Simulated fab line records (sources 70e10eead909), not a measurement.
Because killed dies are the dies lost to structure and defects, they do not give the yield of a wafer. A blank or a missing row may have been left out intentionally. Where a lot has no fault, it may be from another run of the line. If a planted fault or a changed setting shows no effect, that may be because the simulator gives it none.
What tool caused it? / flow nand-harc / at 1 step of a route of 1302, 13 lots with 39 wafers sampled

## WHAT EACH GAUGE READ, for each wafer
NHARC_A_SLIT_CD_MEAS_09 targets a cd of 300 nm. Usual: cd-nm reads 299.8 nm (standard deviation 0.71).
lot=L598; measured=day 19 20:18; on=cd-sem-02; cd-nm (nm)=300.7 300.3 299.1; flag=
lot=L597; measured=day 20 05:31; on=cd-sem-02; cd-nm (nm)=300.2 300.4 298.1; flag=
lot=L604; measured=day 23 08:34; on=cd-sem-01; cd-nm (nm)=298.9 299.9 300.5; flag=
lot=L606; measured=day 23 08:43; on=cd-sem-02; cd-nm (nm)=300.1 299.7 299.7; flag=
lot=L607; measured=day 24 05:42; on=cd-sem-02; cd-nm (nm)=300.1 299.8 298.2; flag=
lot=L608; measured=day 24 10:11; on=cd-sem-03; cd-nm (nm)=299.2 298.2 299.9; flag=
lot=L609; measured=day 24 19:08; on=cd-sem-03; cd-nm (nm)=298.8 299.4 299.5; flag=
lot=L615; measured=day 27 04:56; on=cd-sem-03; cd-nm (nm)=299.2 299.1 300.0; flag=
lot=L613; measured=day 27 05:41; on=cd-sem-03; cd-nm (nm)=300.4 298.8 300.7; flag=
lot=L617; measured=day 28 03:43; on=cd-sem-02; cd-nm (nm)=300.0 300.4 299.3; flag=
lot=L618; measured=day 28 21:46; on=cd-sem-03; cd-nm (nm)=299.2 298.0 298.0; flag=
lot=L619; measured=day 28 21:56; on=cd-sem-01; cd-nm (nm)=299.5 300.3 300.8; flag=
lot=L620; measured=day 29 13:34; on=cd-sem-02; cd-nm (nm)=300.9 301.2 300.6; flag=

## EACH LOT AND THE TOOL THAT RAN IT (in order: tool; ch and the chambers of the sampled wafers; start)
The record shows no process step preceding these readings.

## WHAT THE TOOLS THEMSELVES READ (means of the sampled wafers that have a number; where no wafer has one, the mark that the record gives instead)
The record holds no such reading with a usual standard deviation.

## THE ANSWER, worked out from the rows above alone
Rule: lot off if the mean of its wafers having a number is beyond 3 standard deviations from the usual mean. Also off: a lot with no number at a reading for which 4 or more lots have one. Where the step has rows for the other lots, those lots are counted as sound. The gauges are gone through in route order, then the tools' own readings, and for those a lot's mean is taken as printed above. At the first step where some lot is off, the reading lying furthest off is the one used; lots without a number count as furthest.
No lot is off at any reading shown: from this, nothing can be told.

## WHAT WAS PUT IN BY THE SIMULATOR
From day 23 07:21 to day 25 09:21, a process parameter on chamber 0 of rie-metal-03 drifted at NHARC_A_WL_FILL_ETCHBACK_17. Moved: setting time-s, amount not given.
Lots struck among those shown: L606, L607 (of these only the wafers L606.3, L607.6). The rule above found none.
